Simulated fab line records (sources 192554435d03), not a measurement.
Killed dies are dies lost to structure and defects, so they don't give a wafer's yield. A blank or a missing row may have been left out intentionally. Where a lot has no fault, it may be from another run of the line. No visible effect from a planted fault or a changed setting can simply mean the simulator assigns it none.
Matching of chambers + flow n5Finfet + N5_GATE_CUT_CMP_43 on cmp-02 has 4 sister chambers
The step polishes SiO2. 4 wafers are shown with their chamber, then 10 later ones without.

## WAFERS WITH THEIR CHAMBER
| wafer  | chamber | motorCurrentA (A) |
|--------|---------|-------------------|
| L088.3 | 1       | 12.2              |
| L088.5 | 2       | 12.3              |
| L092.1 | 3       | 11.2              |
| L092.2 | 0       | 10.8              |

## WAFERS WHOSE CHAMBER IS MISSING
| wafer  | motorCurrentA (A) |
|--------|-------------------|
| L092.3 | 12.5              |
| L093.1 | 11.5              |
| L093.4 | 11.2              |
| L093.5 | 10.6              |
| L095.2 | 12.4              |
| L095.3 | 11.5              |
| L095.4 | 12.0              |
| L096.2 | 12.2              |
| L096.3 | 11.2              |
| L096.6 | 10.5              |

## WHICH CHAMBER EACH ONE RAN IN
| wafer  | from the rows above          | in truth |
|--------|------------------------------|----------|
| L092.3 | can't be placed: 2 or 1      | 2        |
| L093.1 | can't be placed: 3 or 0 or 1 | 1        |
| L093.4 | can't be placed: 3 or 0      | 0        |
| L093.5 | can't be placed: 0 or 3      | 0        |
| L095.2 | can't be placed: 2 or 1      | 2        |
| L095.3 | can't be placed: 3 or 0 or 1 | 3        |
| L095.4 | can't be placed: 1 or 2      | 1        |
| L096.2 | can't be placed: 1 or 2      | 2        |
| L096.3 | can't be placed: 3 or 0      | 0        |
| L096.6 | can't be placed: 0 or 3      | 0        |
Placed correctly: 0 of 10. Cannot be placed on the basis of these rows: 10; the candidates contain the true chamber in 10. Number placed wrongly: 0.
How it was worked out, from the rows above alone: a wafer's distance from a chamber is the root of the sum, over the readings, of the square of ((its reading less the chamber's mean) divided by the reading's scatter). If the next closest chamber is less than 2 further off than the closest, the wafer can't be placed; otherwise it belongs to the closest. Each chamber's mean is taken over the wafers shown for it. The scatter: root of mean squared gap, hidden wafer to nearest shown wafer, with one shown wafer a chamber.
